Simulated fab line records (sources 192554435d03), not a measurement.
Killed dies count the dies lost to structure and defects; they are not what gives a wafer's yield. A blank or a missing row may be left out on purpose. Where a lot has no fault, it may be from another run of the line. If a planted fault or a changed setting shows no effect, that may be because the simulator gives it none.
Which tool is to blame?	flow n5Finfet	24 lots with 72 wafers sampled at 6 steps, on a route of 1938 steps

## WHAT EACH GAUGE READ, for each wafer
N5_FIN_SAQP_CD_MEAS_27: the cd target is 20 nm. Usual: cdNm 20.27 nm, standard deviation 0.21.
lot	measured	on	cdNm (nm)	flag
L074	day 2 00:40	cdSem-02	20.44 20.32 20.45	
L075	day 2 06:37	cdSem-02	20.27 20.02 20.34	
L076	day 2 13:31	cdSem-03	19.71 20.94 20.60	
L077	day 2 20:02	cdSem-01	20.37 20.47 20.49	
L078	day 2 23:56	cdSem-01	20.81 20.39 20.09	
L079	day 3 06:25	cdSem-03	19.81 19.92 20.35	
L080	day 3 11:17	cdSem-03	19.94 20.30 19.92	
L081	day 3 17:49	cdSem-03	20.11 20.04 20.36	
L082	day 4 02:10	cdSem-03	20.28 20.24 20.24	
L083	day 4 08:49	cdSem-03	20.09 20.29 20.18	
L084	day 4 12:25	cdSem-03	20.34 20.20 19.93	
L085	day 4 19:10	cdSem-03	20.67 19.67 20.04	
L086	day 5 00:02	cdSem-01	20.12 20.14 20.35	
L087	day 5 06:37	cdSem-02	20.16 20.16 20.30	
L088	day 5 14:59	cdSem-03	20.22 20.15 20.32	
L089	day 5 17:44	cdSem-01	20.09 20.26 20.28	
L090	day 5 23:41	cdSem-02	20.64 20.38 20.47	
L091	day 6 05:16	cdSem-03	20.05 20.23 20.27	
L092	day 6 11:43	cdSem-03	20.41 20.29 20.43	
L093	day 6 18:17	cdSem-02	20.35 20.20 20.42	
L094	day 7 01:08	cdSem-02	20.28 20.30 20.04	
L095	day 7 07:20	cdSem-02	20.63 20.15 20.38	
L096	day 7 15:47	cdSem-03	20.62 20.83 20.49	
L097	day 7 20:54	cdSem-02	20.03 20.44 20.53	

N5_FIN_CUT_INSPECT_17: inspects for defects (brightfield). Usual: rawDefectCount 243, standard deviation 62.
lot	measured	on	rawDefectCount	flag
L074	day 2 05:04	defectInspect-02	199 188 151	
L075	day 2 10:47	defectInspect-02	277 238 274	
L076	day 2 18:02	defectInspect-02	213 202 265	
L077	day 2 23:55	defectInspect-02	176 184 179	
L078	day 3 03:33	defectInspect-02	188 215 221	
L079	day 3 10:08	defectInspect-02	157 160 171	
L080	day 3 15:02	defectInspect-01	235 223 295	
L081	day 3 21:49	defectInspect-02	163 327 213	
L082	day 4 06:09	defectInspect-01	236 402 244	
L083	day 4 12:49	defectInspect-01	238 236 348	
L084	day 4 16:05	defectInspect-02	208 296 223	
L085	day 4 22:49	defectInspect-02	262 185 218	
L086	day 5 03:32	defectInspect-01	305 303 303	
L087	day 5 10:19	defectInspect-01	309 185 245	
L088	day 5 18:34	defectInspect-01	186 185 229	
L089	day 5 21:39	defectInspect-01	168 149 168	
L090	day 6 03:17	defectInspect-01	251 142 272	
L091	day 6 09:20	defectInspect-01	149 225 412	
L092	day 6 15:36	defectInspect-01	312 251 267	
L093	day 6 23:14	defectInspect-01	222 280 250	
L094	day 7 05:54	defectInspect-01	373 261 289	
L095	day 7 11:55	defectInspect-02	429 262 219	
L096	day 7 19:27	defectInspect-01	250 325 311	
L097	day 8 00:27	defectInspect-01	188 226 179	

## WHICH TOOL RAN EACH LOT (tool, then ch and the chambers of the sampled wafers, then the start)
lot	N5_FIN_SAQP_DESCUM_21	N5_FIN_SAQP_ETCH_51	N5_FIN_SAQP_ETCH_52	N5_FIN_SAQP_RECESS_63
L074	rieDiel-05 ch 0,1,2, day 1 22:33	rieDiel-05 ch 0,1,2, day 1 22:36	rieDiel-05 ch 0,1,2, day 1 22:41	vaporEtch-02 ch 0,1, day 2 01:03
L075	rieDiel-04 ch 0,1,3, day 2 04:36	rieDiel-04 ch 0,1,3, day 2 04:38	rieDiel-04 ch 0,1,3, day 2 04:42	vaporEtch-02 ch 0,1, day 2 06:58
L076	rieDiel-05 ch 1,3, day 2 11:14	rieDiel-05 ch 1,3, day 2 11:16	rieDiel-05 ch 1,3, day 2 11:20	vaporEtch-02 ch 0,1, day 2 13:49
L077	rieDiel-03 ch 0,2,3, day 2 17:23	rieDiel-03 ch 0,2,3, day 2 17:25	rieDiel-03 ch 0,2,3, day 2 17:28	vaporEtch-01 ch 0,1, day 2 20:25
L078	rieDiel-05 ch 1,3, day 2 21:56	rieDiel-05 ch 1,3, day 2 21:58	rieDiel-05 ch 1,3, day 2 22:01	vaporEtch-01 ch 0,1, day 3 00:12
L079	rieDiel-05 ch 1,3, day 3 03:59	rieDiel-05 ch 1,3, day 3 04:01	rieDiel-05 ch 1,3, day 3 04:05	vaporEtch-01 ch 1, day 3 06:42
L080	rieDiel-04 ch 0,2,3, day 3 09:13	rieDiel-04 ch 0,2,3, day 3 09:15	rieDiel-04 ch 0,2,3, day 3 09:18	vaporEtch-02 ch 0,1, day 3 11:34
L081	rieDiel-04 ch 0,1,2, day 3 15:49	rieDiel-04 ch 0,1,2, day 3 15:50	rieDiel-04 ch 0,1,2, day 3 15:54	vaporEtch-02 ch 0,1, day 3 18:12
L082	rieDiel-04 ch 0,1,3, day 3 22:43	rieDiel-04 ch 0,1,3, day 3 22:45	rieDiel-04 ch 0,1,3, day 3 22:48	vaporEtch-01 ch 0, day 4 02:26
L083	rieDiel-04 ch 1,3, day 4 06:47	rieDiel-04 ch 1,3, day 4 06:50	rieDiel-04 ch 1,3, day 4 06:53	vaporEtch-02 ch 0,1, day 4 09:12
L084	rieDiel-05 ch 0,1,2, day 4 10:19	rieDiel-05 ch 0,1,2, day 4 10:20	rieDiel-05 ch 0,1,2, day 4 10:24	vaporEtch-01 ch 0,1, day 4 12:48
L085	rieDiel-05 ch 0,2, day 4 15:53	rieDiel-05 ch 0,2, day 4 15:55	rieDiel-05 ch 0,2, day 4 15:59	vaporEtch-01 ch 0,1, day 4 19:26
L086	rieDiel-04 ch 0,2,3, day 4 22:02	rieDiel-04 ch 0,2,3, day 4 22:04	rieDiel-04 ch 0,2,3, day 4 22:08	vaporEtch-02 ch 0,1, day 5 00:19
L087	rieDiel-04 ch 0,1,2, day 5 04:27	rieDiel-04 ch 0,1,2, day 5 04:29	rieDiel-04 ch 0,1,2, day 5 04:32	vaporEtch-02 ch 0,1, day 5 06:53
L088	rieDiel-03 ch 1,2, day 5 12:45	rieDiel-03 ch 1,2, day 5 12:48	rieDiel-03 ch 1,2, day 5 12:53	vaporEtch-02 ch 0,1, day 5 15:18
L089	rieDiel-04 ch 1,2,3, day 5 15:44	rieDiel-04 ch 1,2,3, day 5 15:46	rieDiel-04 ch 1,2,3, day 5 15:49	vaporEtch-01 ch 0,1, day 5 18:07
L090	rieDiel-05 ch 1,2, day 5 21:40	rieDiel-05 ch 1,2, day 5 21:43	rieDiel-05 ch 1,2, day 5 21:46	vaporEtch-02 ch 0,1, day 6 00:04
L091	rieDiel-03 ch 1,2,3, day 6 03:15	rieDiel-03 ch 1,2,3, day 6 03:17	rieDiel-03 ch 1,2,3, day 6 03:21	vaporEtch-01 ch 0,1, day 6 05:32
L092	rieDiel-04 ch 0,1,3, day 6 09:26	rieDiel-04 ch 0,1,3, day 6 09:28	rieDiel-04 ch 0,1,3, day 6 09:31	vaporEtch-02 ch 0,1, day 6 12:01
L093	rieDiel-04 ch 1,3, day 6 15:52	rieDiel-04 ch 1,3, day 6 15:55	rieDiel-04 ch 1,3, day 6 15:58	vaporEtch-02 ch 0,1, day 6 18:56
L094	rieDiel-03 ch 0,2,3, day 6 22:50	rieDiel-03 ch 0,2,3, day 6 22:52	rieDiel-03 ch 0,2,3, day 6 22:55	vaporEtch-01 ch 0,1, day 7 01:25
L095	rieDiel-05 ch 0,1,3, day 7 05:08	rieDiel-05 ch 0,1,3, day 7 05:11	rieDiel-05 ch 0,1,3, day 7 05:14	vaporEtch-01 ch 1, day 7 07:37
L096	rieDiel-03 ch 1,2, day 7 11:14	rieDiel-03 ch 1,2, day 7 11:16	rieDiel-03 ch 1,2, day 7 11:19	vaporEtch-02 ch 0,1, day 7 16:14
L097	rieDiel-05 ch 0,1,3, day 7 17:35	rieDiel-05 ch 0,1,3, day 7 17:38	rieDiel-05 ch 0,1,3, day 7 17:41	vaporEtch-01 ch 0,1, day 7 21:15
- N5_FIN_SAQP_DESCUM_21: chemistry O2, time 7.9 s.
- N5_FIN_SAQP_ETCH_51: etches SiARC in CF4, target depth 45.5 nm, time 75.8 s.
- N5_FIN_SAQP_ETCH_52: etches SOC in N2/H2, target depth 100 nm, overetch 20 nm, time 150 s.
- N5_FIN_SAQP_RECESS_63: chemistry HF/NH3, target SiO2, target depth 18 nm, afs cycles 3, sublimation time 60 s.

## WHAT THE TOOLS THEMSELVES READ (means of the sampled wafers that have a number; where no wafer has one, the mark that the record gives instead)
N5_FIN_SAQP_DESCUM_21. Usual: drypumpMotorCurrentA 5.9 A, standard deviation 0.36; oesProductAu 0.79 a.u., standard deviation 0.086; rfVppV 243.7 V, standard deviation 1.2; showerheadPlenumPTorr 2.13 Torr, standard deviation 0.069; throttleValvePct 20.44 %, standard deviation 0.24.
lot	tool	drypumpMotorCurrentA (A)	oesProductAu (a.u.)	rfVppV (V)	showerheadPlenumPTorr (Torr)	throttleValvePct (%)	flag
L074	rieDiel-05	5.5	0.72	242.9	2.10	20.50	
L075	rieDiel-04	6.3	0.76	243.0	2.15	20.58	
L076	rieDiel-05	5.6	0.82	243.6	2.15	20.39	
L077	rieDiel-03	5.6	0.82	244.4	2.17	20.49	
L078	rieDiel-05	5.6	0.81	244.5	2.15	20.40	
L079	rieDiel-05	5.6	0.80	244.0	2.15	20.40	
L080	rieDiel-04	6.2	0.77	244.0	2.12	20.61	
L081	rieDiel-04	6.2	0.75	243.8	2.15	20.64	
L082	rieDiel-04	6.3	0.74	243.3	2.15	20.60	
L083	rieDiel-04	6.3	0.76	243.4	2.12	20.64	
L084	rieDiel-05	5.5	0.87	244.6	2.18	20.28	
L085	rieDiel-05	5.6	0.92	244.7	2.20	20.13	
L086	rieDiel-04	6.2	0.76	243.2	2.12	20.62	
L087	rieDiel-04	6.3	0.73	244.1	2.14	20.65	
L088	rieDiel-03	5.7	0.87	244.2	2.16	20.06	
L089	rieDiel-04	6.3	0.74	243.1	2.11	20.68	
L090	rieDiel-05	5.5	0.78	243.9	2.16	20.43	
L091	rieDiel-03	5.6	0.80	243.4	2.11	20.28	
L092	rieDiel-04	6.3	0.72	243.5	2.14	20.62	
L093	rieDiel-04	6.3	0.74	243.9	2.11	20.67	
L094	rieDiel-03	5.6	0.78	243.3	2.16	20.54	
L095	rieDiel-05	5.7	0.81	244.7	2.15	20.31	
L096	rieDiel-03	5.6	0.80	243.6	2.07	20.05	
L097	rieDiel-05	5.6	0.82	243.7	2.15	20.32	

N5_FIN_SAQP_ETCH_51. Usual: drypumpMotorCurrentA 5.9 A, standard deviation 0.36; etchRfOnTimeS 75.1 s, standard deviation 1.1; oesProductAu 0.67 a.u., standard deviation 0.074; rfVppV 184.5 V, standard deviation 1; showerheadPlenumPTorr 2.18 Torr, standard deviation 0.065; throttleValvePct 15.62 %, standard deviation 0.27.
lot	tool	drypumpMotorCurrentA (A)	etchRfOnTimeS (s)	oesProductAu (a.u.)	rfVppV (V)	showerheadPlenumPTorr (Torr)	throttleValvePct (%)	flag
L074	rieDiel-05	5.5	75.4	0.61	184.7	2.15	15.73	
L075	rieDiel-04	6.4	75.1	0.65	185.2	2.20	15.78	
L076	rieDiel-05	5.6	75.3	0.69	185.2	2.19	15.53	
L077	rieDiel-03	5.6	75.6	0.70	184.9	2.21	15.62	
L078	rieDiel-05	5.6	73.9	0.70	184.3	2.19	15.53	
L079	rieDiel-05	5.6	74.5	0.69	184.7	2.19	15.54	
L080	rieDiel-04	6.2	75.6	0.66	185.3	2.17	15.80	
L081	rieDiel-04	6.3	75.6	0.64	184.8	2.19	15.82	
L082	rieDiel-04	6.3	75.1	0.64	184.0	2.19	15.81	
L083	rieDiel-04	6.3	74.7	0.65	184.5	2.17	15.87	
L084	rieDiel-05	5.5	74.7	0.74	184.3	2.23	15.43	
L085	rieDiel-05	5.6	74.5	0.79	185.1	2.25	15.28	
L086	rieDiel-04	6.2	76.2	0.65	184.3	2.17	15.83	
L087	rieDiel-04	6.3	76.2	0.62	184.8	2.19	15.85	
L088	rieDiel-03	5.7	73.5	0.75	184.3	2.20	15.22	
L089	rieDiel-04	6.3	74.9	0.64	184.4	2.16	15.92	
L090	rieDiel-05	5.5	76.6	0.66	185.3	2.21	15.60	
L091	rieDiel-03	5.6	75.1	0.69	184.2	2.16	15.44	
L092	rieDiel-04	6.3	75.2	0.62	184.0	2.19	15.86	
L093	rieDiel-04	6.3	74.1	0.64	183.9	2.16	15.92	
L094	rieDiel-03	5.6	76.1	0.66	184.7	2.20	15.68	
L095	rieDiel-05	5.7	74.6	0.70	184.7	2.19	15.46	
L096	rieDiel-03	5.6	75.2	0.68	183.8	2.12	15.23	
L097	rieDiel-05	5.6	74.8	0.69	184.5	2.19	15.47	

N5_FIN_SAQP_ETCH_52. Usual: drypumpMotorCurrentA 5.9 A, standard deviation 0.36; oesProductAu 0.70 a.u., standard deviation 0.073; rfVppV 525.1 V, standard deviation 2.3; showerheadPlenumPTorr 2.59 Torr, standard deviation 0.082; throttleValvePct 17.83 %, standard deviation 0.28.
lot	tool	drypumpMotorCurrentA (A)	oesProductAu (a.u.)	rfVppV (V)	showerheadPlenumPTorr (Torr)	throttleValvePct (%)	flag
L074	rieDiel-05	5.5	0.64	524.7	2.55	17.90	
L075	rieDiel-04	6.4	0.68	525.3	2.61	17.95	
L076	rieDiel-05	5.6	0.73	525.9	2.61	17.78	
L077	rieDiel-03	5.7	0.73	526.0	2.63	17.82	
L078	rieDiel-05	5.6	0.72	525.4	2.60	17.77	
L079	rieDiel-05	5.6	0.72	526.0	2.60	17.78	
L080	rieDiel-04	6.2	0.69	525.5	2.58	18.05	
L081	rieDiel-04	6.3	0.67	525.6	2.61	18.06	
L082	rieDiel-04	6.3	0.67	525.2	2.61	17.98	
L083	rieDiel-04	6.3	0.68	524.7	2.58	18.03	
L084	rieDiel-05	5.5	0.77	527.8	2.65	17.62	
L085	rieDiel-05	5.6	0.82	527.8	2.67	17.45	
L086	rieDiel-04	6.2	0.68	524.9	2.58	18.09	
L087	rieDiel-04	6.3	0.65	525.2	2.60	18.09	
L088	rieDiel-03	5.6	0.78	525.0	2.61	17.41	
L089	rieDiel-04	6.3	0.66	525.0	2.57	18.13	
L090	rieDiel-05	5.5	0.70	526.2	2.63	17.85	
L091	rieDiel-03	5.6	0.72	524.6	2.56	17.64	
L092	rieDiel-04	6.3	0.65	524.9	2.60	18.03	
L093	rieDiel-04	6.3	0.66	524.9	2.57	18.06	
L094	rieDiel-03	5.7	0.69	525.9	2.62	17.87	
L095	rieDiel-05	5.7	0.73	525.4	2.61	17.65	
L096	rieDiel-03	5.5	0.71	523.1	2.52	17.45	
L097	rieDiel-05	5.6	0.72	525.8	2.60	17.66	

N5_FIN_SAQP_RECESS_63. Usual: drypumpMotorCurrentA 5.4 A, standard deviation 0.42.
lot	tool	drypumpMotorCurrentA (A)	flag
L074	vaporEtch-02	5.7	
L075	vaporEtch-02	5.4	
L076	vaporEtch-02	5.4	
L077	vaporEtch-01	5.3	
L078	vaporEtch-01	5.3	
L079	vaporEtch-01	5.0	
L080	vaporEtch-02	5.4	
L081	vaporEtch-02	5.4	
L082	vaporEtch-01	5.4	
L083	vaporEtch-02	5.4	
L084	vaporEtch-01	5.2	
L085	vaporEtch-01	5.2	
L086	vaporEtch-02	5.8	
L087	vaporEtch-02	5.4	
L088	vaporEtch-02	5.8	
L089	vaporEtch-01	5.1	
L090	vaporEtch-02	5.4	
L091	vaporEtch-01	5.3	
L092	vaporEtch-02	5.7	
L093	vaporEtch-02	5.4	
L094	vaporEtch-01	5.3	
L095	vaporEtch-01	5.1	
L096	vaporEtch-02	5.4	
L097	vaporEtch-01	5.3	

## THE ANSWER, worked out from the rows above alone
Rule: lot off if the mean of its wafers having a number is beyond 3 standard deviations from the usual mean. A lot without any number at a reading at which 4 lots or more have one is off too. All remaining lots with rows at the step are treated as sound. First the gauges in route order, then the tools' own readings, where a lot's mean is used as printed above. The first step at which some lot is off is used, and at that step the reading that is off furthest; a lot without a number counts as furthest.
No lot is off on any of the readings shown, so nothing can be concluded from this.

## WHAT HAD BEEN PUT IN BY THE SIMULATOR
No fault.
